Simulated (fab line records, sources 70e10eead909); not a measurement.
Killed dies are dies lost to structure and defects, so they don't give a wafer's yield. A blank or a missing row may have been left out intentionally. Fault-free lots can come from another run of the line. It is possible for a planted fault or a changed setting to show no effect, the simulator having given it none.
fab line records	flow nand_harc
record lots=6	wafers=18	last_day=32
route steps=1302 shown P_GATE@155 END@1302
lots that met no fault: taken from a fault-free run of the same line
start_h: start of the lot's first displayed wafer, in hours after the record's first day	wait_h: hours from the lot's prior step to this one	" repeats the value in the row above	L1.1+2: one row covering several wafers at once	- no value present, or no start provided	* or withheld: withheld	< > ~ a bound
route shown NAME@n: NAME is a module with steps in the file, n the number in the route of the first one	usual: average and standard deviation across the fault-free wafers	same: alike in all rows	chamber/n: place in a boat	sites: per-site readings	_std_site: the standard deviation of these	_edge_site: outer sites' mean less inner sites'	radius_mm: for every site, how far away it sits from the centre of the wafer	mask NAME#n: copy n	behind: the most recent tool/chamber to have shaped the wafer	hold: why the lot went on hold/how many hours it stayed there/how the hold came to an end	device: transistor that didn't switch, given as n, p or np	end of line: tests of these same wafers at the route's end	a step with no rows: only its recipe	killed: dies that structure and defects cost at the first sort, which is not the same as the wafer's yield	map: a wafer's dies, marking killed ones x, the rest . and places with no die _
set.NAME: the setting the step ran with; set.NAME@STEP: the setting that earlier step ran with	model.NAME: the simulator's own value behind a step, which no gauge read
lots at some steps of the route; a table a step, a row a wafer
services: from which hour (start_h, from the record's first day; less than 0 if before it) a tool's chamber was out of use, for how many hours, and why
## steps
# step NHARC_P_GATE_ALD_36
# recipe target_thk_a=200	pulse_time_s=60	ald_cycles=223	temp_c=400	material=SiNx
# usual heater_power_w=820/67	precursor_pulse_height_rel=1.001/0.02
lot.wafer	tool	chamber	start_h	wait_h	heater_power_w	precursor_pulse_height_rel	since_wet_clean_h
L732.3	ald_sin-03	3	113.74	-	883	1.019	108
L732.2	"	0	114.81	-	763	0.993	109
L732.6	"	0	119.06	-	776	1.006	-
L734.1	ald_sin-03	0	128.53	-	753	1.019	123
L734.3	"	1	129.61	-	823	0.974	124
L734.6	"	2	130.69	-	978	1.034	-
L747.3	ald_sin-02	2	260.43	-	845	0.991	135
L747.1	"	0	262.53	-	722	0.987	137
L747.6	"	2	264.63	-	814	0.996	-
L748.1	ald_sin-01	0	268.64	-	842	0.968	45
L748.5	"	1	269.70	-	717	1.011	-
L748.6	"	2	270.75	-	793	1.019	-
L751.4	ald_sin-01	1	294.62	-	724	1.025	71
L751.5	"	1	298.92	-	701	1.004	-
L751.6	"	2	300.00	-	798	0.978	-
L753.3	ald_sin-02	3	317.38	-	865	1.036	13
L753.2	"	0	318.43	-	715	0.970	15
L753.5	"	0	322.64	-	713	0.998	-
# step NHARC_P_GATE_ETCHBACK_37
# recipe target_depth_a=345	time_s=17.2	chf3_flow_sccm=50	o2_flow_sccm=10	ar_flow_sccm=200	rf_w=500	bias_w=200	chemistry=CHF3/O2
# usual drypump_motor_current_A=5.8/0.4	oes_product_au=0.95/0.032	rf_vpp_V=371.3/2.4	showerhead_plenum_p_Torr=2.44/0.11	throttle_valve_pct=20.573/0.009
lot.wafer	tool	chamber	start_h	wait_h	drypump_motor_current_A	oes_product_au	rf_hours_counter_h	rf_vpp_V	showerhead_plenum_p_Torr	throttle_valve_pct
L732.2	rie_diel-13	1	-	-	6.0	0.95	8	370.2	2.44	20.582
L732.3	"	2	"	"	5.7	0.94	8	373.5	2.51	20.577
L732.6	"	1	"	"	6.0	0.96	-	372.4	2.44	20.587
L734.3	rie_diel-01	0	-	-	5.5	0.94	5	368.1	2.32	20.592
L734.1	"	1	"	"	5.7	0.93	5	373.9	2.53	20.577
L734.6	"	0	"	"	5.5	0.95	-	368.6	2.32	20.577
L747.3	rie_diel-05	1	-	-	6.3	0.98	1	370.0	2.42	20.571
L747.1	"	0	"	"	5.1	0.92	0	372.6	2.53	20.560
L747.6	"	2	"	"	6.3	0.95	-	372.3	2.56	20.563
L748.1	rie_diel-01	1	-	-	5.8	0.94	5	373.0	2.53	20.556
L748.6	"	2	"	"	5.3	0.93	-	372.4	2.50	20.561
L748.5	"	3	"	"	6.0	0.91	-	368.4	2.27	20.572
L751.4	rie_diel-01	2	-	-	5.3	0.93	6	371.8	2.50	20.575
L751.5	"	0	"	"	5.5	0.95	-	368.4	2.31	20.576
L751.6	"	1	"	"	5.7	0.95	-	372.9	2.53	20.592
L753.2	rie_diel-13	1	-	-	6.0	0.93	13	372.3	2.44	20.571
L753.3	"	3	"	"	5.5	0.94	12	367.2	2.25	20.563
L753.5	"	0	"	"	5.7	0.93	-	369.7	2.32	20.581
# step NHARC_P_GATE_STRIP_101
# recipe time_s=20	o2_flow_sccm=500	ar_flow_sccm=0	bias_w=0	chemistry=O2
# usual drypump_motor_current_A=5.8/0.4	oes_product_au=1.007/0.012	rf_vpp_V=57.9/0.94	showerhead_plenum_p_Torr=3.59/0.15	throttle_valve_pct=17.036/0.0092
lot.wafer	tool	chamber	start_h	wait_h	drypump_motor_current_A	oes_product_au	rf_hours_counter_h	rf_vpp_V	showerhead_plenum_p_Torr	throttle_valve_pct
L732.3	rie_diel-13	1	123.39	0.1	6.0	1.039	8	57.5	3.59	17.052
L732.2	"	3	"	"	5.5	1.011	9	56.6	3.32	17.042
L732.6	"	1	"	"	6.0	1.031	-	58.1	3.59	17.034
L734.1	rie_diel-01	0	136.14	0.1	5.5	1.005	5	57.3	3.41	17.040
L734.3	"	1	"	"	5.7	0.999	5	57.2	3.71	17.027
L734.6	"	2	"	"	5.4	0.995	-	57.5	3.67	17.030
L747.3	rie_diel-05	3	270.01	0.1	6.3	1.033	1	57.3	3.72	17.031
L747.1	"	0	"	"	5.1	0.990	0	58.1	3.71	17.037
L747.6	"	2	"	"	6.3	1.009	-	57.3	3.76	17.028
L748.1	rie_diel-01	1	275.09	0.1	5.7	1.013	5	58.2	3.71	17.051
L748.5	"	2	"	"	5.3	1.000	-	59.2	3.67	17.042
L748.6	"	3	"	"	6.0	0.992	-	56.6	3.34	17.048
L751.4	rie_diel-01	0	304.35	0.1	5.5	1.034	6	58.1	3.40	17.028
L751.6	"	3	"	"	6.0	0.993	-	56.2	3.34	17.025
L751.5	"	0	"	"	5.5	1.028	-	57.0	3.40	17.052
L753.2	rie_diel-13	1	326.96	0.1	6.0	1.009	13	57.0	3.58	17.033
L753.3	"	3	"	"	5.6	0.998	12	57.8	3.31	17.024
L753.5	"	2	"	"	5.7	0.999	-	59.1	3.67	17.042
# step NHARC_P_GATE_PRECLEAN_97
# recipe time_s=600	temp_c=120	chemistry=SPM
# step NHARC_P_GATE_SRD_98
# step NHARC_P_GATE_PRECLEAN_99
# recipe time_s=*	temp_c=50	bath_age_min=0	chemistry=SC1
# step NHARC_P_GATE_SRD_100
# step NHARC_P_GATE_DEHYDRATE_38
# recipe temp_c=150	time_s=120
# step NHARC_P_GATE_HMDS_39
# recipe time_s=30
# step NHARC_P_GATE_COAT_40
# recipe spin_rpm=3000
# step NHARC_P_GATE_SOFTBAKE_41
# recipe temp_c=122	time_s=95
# step NHARC_P_GATE_EBR_42
# step NHARC_P_GATE_EXPOSE_43
# recipe na=0.6	target_cd_nm=720	dose_mj=14.81	mask_id=P_NSD
# usual exposure_dose_mJ_cm2=14.808/0.014
lot.wafer	tool	chamber	start_h	wait_h	mask	exposure_dose_mJ_cm2
L732.2	krf_scanner-04	0	124.05	-	P_NSD#0	14.810
L732.3	"	0	"	"	P_NSD#0	14.813
L732.6	"	0	"	"	P_NSD#0	14.786
L734.1	krf_scanner-01	0	136.90	-	P_NSD#0	14.801
L734.3	"	0	"	"	P_NSD#0	14.797
L734.6	"	0	"	"	P_NSD#0	14.806
L747.1	krf_scanner-04	0	270.77	-	P_NSD#0	14.809
L747.3	"	0	"	"	P_NSD#0	14.807
L747.6	"	0	"	"	P_NSD#0	14.815
L748.1	krf_scanner-04	0	275.72	-	P_NSD#0	14.813
L748.5	"	0	"	"	P_NSD#0	14.825
L748.6	"	0	"	"	P_NSD#0	14.819
L751.4	krf_scanner-01	0	305.13	-	P_NSD#0	14.805
L751.5	"	0	"	"	P_NSD#0	14.810
L751.6	"	0	"	"	P_NSD#0	14.823
L753.2	krf_scanner-04	0	327.73	-	P_NSD#0	14.810
L753.3	"	0	"	"	P_NSD#0	14.803
L753.5	"	0	"	"	P_NSD#0	14.803
# step NHARC_P_GATE_PEB_44
# recipe peb_temp_c=118	peb_time_s=85
# step NHARC_P_GATE_DEVELOP_45
# recipe time_s=70
# step NHARC_P_GATE_CD_MEAS_46
# recipe target_cd_nm=720	landing_energy_ev=500
# usual cd_nm=720.5/2.7
lot.wafer	tool	chamber	start_h	wait_h	cd_nm
L732.2	cd_sem-03	0	124.20	-	719.4
L732.3	"	0	"	"	719.0
L732.6	"	0	"	"	720.2
L734.1	cd_sem-01	0	137.06	-	723.1
L734.3	"	0	"	"	723.2
L734.6	"	0	"	"	723.7
L747.1	cd_sem-03	0	270.92	-	716.2
L747.3	"	0	"	"	727.6
L747.6	"	0	"	"	720.0
L748.1	cd_sem-02	0	275.88	-	721.0
L748.5	"	0	"	"	724.8
L748.6	"	0	"	"	716.2
L751.4	cd_sem-03	0	305.27	-	715.7
L751.5	"	0	"	"	721.2
L751.6	"	0	"	"	717.1
L753.2	cd_sem-01	0	327.88	-	717.3
L753.3	"	0	"	"	718.8
L753.5	"	0	"	"	716.9
# step NHARC_P_GATE_HARDBAKE_47
# recipe temp_c=125	time_s=80
# step NHARC_P_GATE_DESCUM_48
# recipe time_s=3	o2_flow_sccm=200	ar_flow_sccm=0	bias_power_w=0	chemistry=O2
# usual drypump_motor_current_A=5.8/0.36	oes_product_au=1.005/0.013	rf_vpp_V=57.9/0.93	showerhead_plenum_p_Torr=1.94/0.089	throttle_valve_pct=11.312/0.0082
lot.wafer	tool	chamber	start_h	wait_h	drypump_motor_current_A	oes_product_au	rf_hours_counter_h	rf_vpp_V	showerhead_plenum_p_Torr	throttle_valve_pct	model.P_GATE.cd_nm
L732.2	rie_diel-13	2	124.39	-	5.7	1.007	7.7	56.9	2.00	11.321	720
L732.3	"	3	"	"	5.6	0.994	9.2	57.9	1.79	11.305	719.6
L732.6	"	1	"	"	6.0	1.017	-	58.0	1.95	11.312	719.3
L734.3	rie_diel-01	2	137.24	-	5.4	0.997	4.9	58.1	2.00	11.316	723.5
L734.1	"	3	"	"	6.0	0.995	4.5	57.2	1.81	11.318	723.6
L734.6	"	1	"	"	5.7	0.988	-	61.1	2.02	11.319	724.2
L747.1	rie_diel-13	2	271.09	-	5.7	1.003	7.0	57.5	2.00	11.319	716.4
L747.3	"	3	"	"	5.5	0.986	6.6	55.5	1.79	11.303	728
L747.6	"	1	"	"	6.0	1.017	-	57.6	1.94	11.315	719.5
L748.1	rie_diel-05	2	276.04	-	6.3	1.011	1.2	58.6	2.05	11.321	722.2
L748.6	"	2	"	"	6.3	1.011	-	58.8	2.05	11.314	717.1
L748.5	"	3	"	"	6.3	1.026	-	58.4	2.03	11.319	724.4
L751.4	rie_diel-05	0	305.45	-	5.1	0.993	1.4	58.4	2.02	11.311	716.2
L751.6	"	2	"	"	6.3	1.002	-	57.2	2.05	11.329	717.9
L751.5	"	3	"	"	6.3	1.008	-	56.9	2.03	11.294	720.9
L753.3	rie_diel-05	3	328.04	-	6.3	1.019	3.5	59.3	2.03	11.302	718.4
L753.2	"	1	"	"	6.3	1.023	3.3	57.6	1.93	11.305	717.1
L753.5	"	0	"	"	5.1	0.991	-	58.4	2.02	11.315	717.1
# step NHARC_P_GATE_IMPLANT_49
# recipe energy_kev=30	dose_cm2=3e+15	tilt_deg=7
# step NHARC_END_SORT_01
# recipe temp_c=25
# usual killed_at_array=56/19	killed_at_other=0.6/1	killed_at_periphery=3.9/2.7	killed_dies=61/19	killed_open=3.3/1.9	killed_short=2.4/1.7
# same gross_dies=677
lot.wafer	tool	chamber	start_h	wait_h	killed_at_array	killed_at_other	killed_at_periphery	killed_dies	killed_open	killed_short
L732.2	prober-01	0	586.76	2.8	21	0	0	21	4	1
L732.3	prober-01	0	587.56	3.1	27	0	6	33	0	2
L732.6	prober-01	0	589.97	4.0	31	0	1	32	5	1
L734.1	prober-02	0	588.15	2.5	81	0	1	82	6	1
L734.3	prober-02	0	589.76	3.1	61	0	4	65	4	3
L734.6	prober-02	0	592.18	4.0	76	0	3	79	5	3
L747.3	prober-02	0	717.02	3.1	66	0	8	74	4	3
L747.6	prober-02	0	719.42	4.0	61	1	10	72	2	2
L748.1	prober-01	0	717.22	4.4	26	6	1	33	2	2
L748.5	prober-01	0	720.42	5.6	33	2	2	37	8	5
L748.6	prober-01	0	721.22	5.9	21	0	1	22	6	1
L751.4	prober-02	0	767.41	3.4	74	0	4	78	4	1
L751.5	prober-02	0	768.21	3.7	75	1	1	77	3	1
L751.6	prober-02	0	769.00	4.0	82	0	6	88	2	5
# killed by level:class
L732.2 A_CHANNEL_HOLE_D2:chamber_film_flake=8 A_STAIRCASE:chamber_film_flake=4 A_BLC:geometric_particle:open=2 A_CONTACT:unspecified=2 A_DECK1_JOINT:geometric_particle:short=1 A_ONON_D2:geometric_particle:open=1 A_M0:geometric_particle:open=1 A_WL_FILL:chamber_film_flake=1
L732.3 A_CHANNEL_HOLE_D2:chamber_film_flake=10 A_STAIRCASE:chamber_film_flake=5 P_BONDPAD:chamber_film_flake=4 A_CONTACT:unspecified=4 A_CONTACT:chamber_film_flake=4 A_SLIT:geometric_particle:short=1 A_WL_FILL:geometric_particle:short=1 P_GATE:chamber_film_flake=1
L734.1 A_CHANNEL_HOLE_D1:chamber_film_flake=36 A_SLIT:chamber_film_flake=22 A_CHANNEL_HOLE_D2:chamber_film_flake=10 A_CONTACT:chamber_film_flake=5 A_ONON_D1:geometric_particle:open=1 A_ONON_D1:geometric_particle:short=1 A_CHANNEL_FILL_D2:geometric_particle:open=1 A_WL_FILL:geometric_particle:open=1
L734.3 A_CHANNEL_HOLE_D1:chamber_film_flake=34 A_SLIT:chamber_film_flake=14 A_CHANNEL_HOLE_D2:chamber_film_flake=5 P_ZERO_WELL:geometric_particle:short=1 P_CONTACT:geometric_particle:open=1 A_ONON_D1:geometric_particle:short=1 A_CHANNEL_FILL_D2:geometric_particle:short=1 A_CHANNEL_FILL_D2:geometric_particle:open=1
L732.6 A_CHANNEL_HOLE_D2:chamber_film_flake=8 A_STAIRCASE:chamber_film_flake=7 A_CONTACT:chamber_film_flake=5 A_WL_FILL:geometric_particle:open=2 A_CHANNEL_FILL_D1:geometric_particle:short=1 A_DECK1_JOINT:geometric_particle:open=1 A_CHANNEL_FILL_D2:geometric_particle:open=1 A_M0:geometric_particle:open=1
L734.6 A_CHANNEL_HOLE_D1:chamber_film_flake=35 A_SLIT:chamber_film_flake=25 A_STAIRCASE:chamber_film_flake=3 A_CHANNEL_HOLE_D2:chamber_film_flake=3 A_CHANNEL_FILL_D1:geometric_particle:open=2 P_ZERO_WELL:chamber_film_flake=2 A_SOURCE_PLATE:geometric_particle:open=1 A_ONON_D1:geometric_particle:short=1
L747.3 A_CHANNEL_HOLE_D1:chamber_film_flake=22 A_SLIT:chamber_film_flake=21 A_CHANNEL_HOLE_D2:chamber_film_flake=8 A_STAIRCASE:chamber_film_flake=5 A_WL_FILL:chamber_film_flake=4 P_CONTACT:chamber_film_flake=3 A_CONTACT:chamber_film_flake=3 P_GATE:geometric_particle:short=1
L748.1 A_CHANNEL_HOLE_D1:chamber_film_flake=11 A_CONTACT:chamber_film_flake=7 THIN_TSV:chamber_film_flake=5 A_STAIRCASE:chamber_film_flake=2 A_SLIT:chamber_film_flake=2 A_ONON_D1:geometric_particle:short=1 A_ONON_D2:geometric_particle:open=1 A_CHANNEL_HOLE_D2:geometric_particle:short=1
L747.6 A_CHANNEL_HOLE_D1:chamber_film_flake=28 A_SLIT:chamber_film_flake=15 A_CHANNEL_HOLE_D2:chamber_film_flake=9 P_CONTACT:chamber_film_flake=8 A_CHANNEL_FILL_D2:chamber_film_flake=2 A_CHANNEL_FILL_D2:geometric_particle:short=1 A_SGD_CUT:geometric_particle:short=1 A_BLC:geometric_particle:open=1
L748.5 A_CHANNEL_HOLE_D1:chamber_film_flake=11 A_SLIT:chamber_film_flake=4 A_CONTACT:chamber_film_flake=4 A_ONON_D1:geometric_particle:open=3 A_ONON_D1:geometric_particle:short=2 A_CHANNEL_FILL_D1:geometric_particle:short=2 A_CHANNEL_FILL_D1:geometric_particle:open=2 A_STAIRCASE:chamber_film_flake=2
L748.6 A_CHANNEL_HOLE_D1:chamber_film_flake=10 A_M0:geometric_particle:open=2 A_SLIT:chamber_film_flake=2 P_M0:geometric_particle:open=1 A_ONON_D1:geometric_particle:short=1 A_CHANNEL_FILL_D1:geometric_particle:open=1 A_DECK1_JOINT:geometric_particle:open=1 A_ONON_D2:geometric_particle:open=1
L751.4 A_SLIT:chamber_film_flake=22 A_CHANNEL_HOLE_D1:chamber_film_flake=20 A_CHANNEL_HOLE_D2:chamber_film_flake=10 A_CONTACT:chamber_film_flake=9 A_STAIRCASE:chamber_film_flake=7 P_BONDPAD:chamber_film_flake=3 P_STI:geometric_particle:short=1 A_ONON_D1:geometric_particle:open=1
L751.5 A_SLIT:chamber_film_flake=29 A_CHANNEL_HOLE_D2:chamber_film_flake=20 A_CHANNEL_HOLE_D1:chamber_film_flake=10 A_CONTACT:chamber_film_flake=6 A_STAIRCASE:chamber_film_flake=5 A_CHANNEL_FILL_D1:geometric_particle:short=1 A_CHANNEL_FILL_D1:geometric_particle:open=1 A_ONON_D2:geometric_particle:open=1
L751.6 A_CHANNEL_HOLE_D2:chamber_film_flake=37 A_SLIT:chamber_film_flake=19 A_CHANNEL_HOLE_D1:chamber_film_flake=8 P_BONDPAD:chamber_film_flake=4 A_STAIRCASE:chamber_film_flake=4 A_CONTACT:chamber_film_flake=4 A_CHANNEL_FILL_D2:geometric_particle:short=2 A_DECK1_JOINT:chamber_film_flake=2
## services
tool	chamber	start_h	hours	kind
rie_diel-13	0	113.11	3.9	repair
rie_diel-13	1	116.26	6.8	repair
ald_sin-02	-	118.00	10.0	pm
rie_diel-13	3	126.72	3.4	repair
krf_scanner-01	-	140.02	4.0	pm
ald_sin-02	-	156.77	0.3	repair
rie_diel-13	-	165.00	9.0	pm
ald_sin-03	-	175.41	10.0	pm
krf_scanner-04	-	175.45	0.7	repair
krf_scanner-04	-	182.00	4.0	pm
ald_sin-02	1	184.93	6.2	repair
rie_diel-05	2	187.13	9.8	repair
krf_scanner-04	-	195.65	0.7	repair
ald_sin-01	-	196.23	0.3	repair
rie_diel-01	-	203.82	9.0	pm
rie_diel-05	1	206.05	36.7	repair
ald_sin-03	0	210.61	9.8	repair
rie_diel-05	-	229.60	9.0	pm
rie_diel-05	0	242.34	10.0	repair
krf_scanner-04	-	251.34	0.5	repair
rie_diel-13	-	254.43	1.1	repair
rie_diel-05	0	292.45	5.7	repair
krf_scanner-04	-	301.87	1.8	repair
rie_diel-05	0	309.99	12.3	repair
## key
first_sign none at tools or gauges
model_effect step=NHARC_P_GATE_DESCUM_48	value=P_GATE.cd_nm	without=721.6	struck=726.2
met_at NHARC_P_GATE_EXPOSE_43
struck_wafers L747.3,L748.5
tester_left_out L747,L748
onset_between 124.05 270.77
fault kind=process_parameter_drift	tool=krf_scanner-04	chamber=-	onset_h=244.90	steps=NHARC_P_GATE_EXPOSE_43	channel=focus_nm	offset=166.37	shape=step	end_h=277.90	scope=struck_wafers_only
# tester_left_out: of these lots the tester's yield and bins aren't shown, on N5 and GAA mostly nor the transistor test; their killed dies are dies lost to structure and defects alone, not to doping, threshold or leakage, so they don't give the yield
